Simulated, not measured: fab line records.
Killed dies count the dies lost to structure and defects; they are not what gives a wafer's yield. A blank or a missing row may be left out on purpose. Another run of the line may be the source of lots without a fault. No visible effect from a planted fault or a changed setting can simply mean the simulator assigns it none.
Which tool is to blame?    flow n5 finfet    12 lots, 36 wafers sampled, at 3 steps of a route of 1938

WHAT THE GAUGES SHOWED, per wafer
N5_FIN_SAQP_CD_MEAS_16: target cd 35.6 nm.
lot   measured     on         cd nm (nm)
L075  day 2 03:29  cd sem-01  35.4 35.6 35.6
L077  day 2 15:12  cd sem-03  36.0 35.6 36.1
L079  day 3 03:44  cd sem-03  35.4 36.0 35.6
L081  day 3 16:42  cd sem-03  35.7 36.1 35.0
L083  day 4 03:53  cd sem-01  35.8 36.5 35.7
L085  day 4 15:27  cd sem-03  35.1 36.3 35.7
L087  day 5 04:08  cd sem-03  35.9 35.9 36.0
L089  day 5 16:31  cd sem-01  35.0 35.5 35.8
L091  day 6 03:34  cd sem-02  35.9 35.2 35.2
L093  day 6 16:25  cd sem-02  36.0 36.1 35.4
L095  day 7 04:48  cd sem-02  35.2 35.4 35.9
L097  day 7 15:26  cd sem-02  35.8 36.2 35.7

WHICH TOOL RAN EACH LOT (tool, then ch and the chambers of the sampled wafers, then the start)
lot   N5_ZERO_LAYER_ETCH_17              N5_ZERO_LAYER_STRIP_24
L075  rie diel-01 ch 1,2, day 1 18:51    plasma asher-01 ch 0,1, day 1 19:01
L077  rie diel-01 ch 0,2,3, day 2 06:43  plasma asher-01 ch 0,1, day 2 06:53
L079  rie diel-01 ch 0,2, day 2 18:48    plasma asher-01 ch 0,1, day 2 18:58
L081  rie diel-01 ch 0,1,3, day 3 06:43  plasma asher-01 ch 0,1, day 3 06:54
L083  rie diel-05 ch 0,3, day 3 18:50    plasma asher-01 ch 0,1, day 3 19:01
L085  rie diel-05 ch 0,1,2, day 4 06:44  plasma asher-01 ch 0,1, day 4 06:55
L087  rie diel-02 ch 0,1,3, day 4 18:43  plasma asher-02 ch 0,1, day 4 18:53
L089  rie diel-05 ch 0,2,3, day 5 06:44  plasma asher-01 ch 0,1, day 5 06:55
L091  rie diel-05 ch 0,3, day 5 18:50    plasma asher-01 ch 0,1, day 5 19:01
L093  rie diel-05 ch 0,1,3, day 6 07:01  plasma asher-01 ch 0,1, day 6 07:12
L095  rie diel-05 ch 0,3, day 6 18:53    plasma asher-01 ch 0,1, day 6 19:04
L097  rie diel-02 ch 0,2,3, day 7 06:43  plasma asher-01 ch 0,1, day 7 06:55
- N5_ZERO_LAYER_ETCH_17: etches SiO2 in CF4, target depth 12 nm, time 13.3 s.
- N5_ZERO_LAYER_STRIP_24: strips in O2.

THE ANSWER, worked out from the rows above alone
Rule: the usual values come from the lots themselves. Put in order of their means at a reading, lots are off if they are a third of the lots or fewer, leave a main group of 4 or more, and stand apart from it by a gap of 3 or more times the standard deviation of the main group's means; of several such gaps the widest counts. A main group whose means are all the same, to the digits that the tables above print for the reading, isn't used. A lot without any number at a reading at which 4 lots or more have one is off too. Where the step has rows for the other lots, those lots are counted as sound.
No lot is off on any of the readings shown, so nothing can be concluded from this.

WHAT HAD BEEN PUT IN BY THE SIMULATOR
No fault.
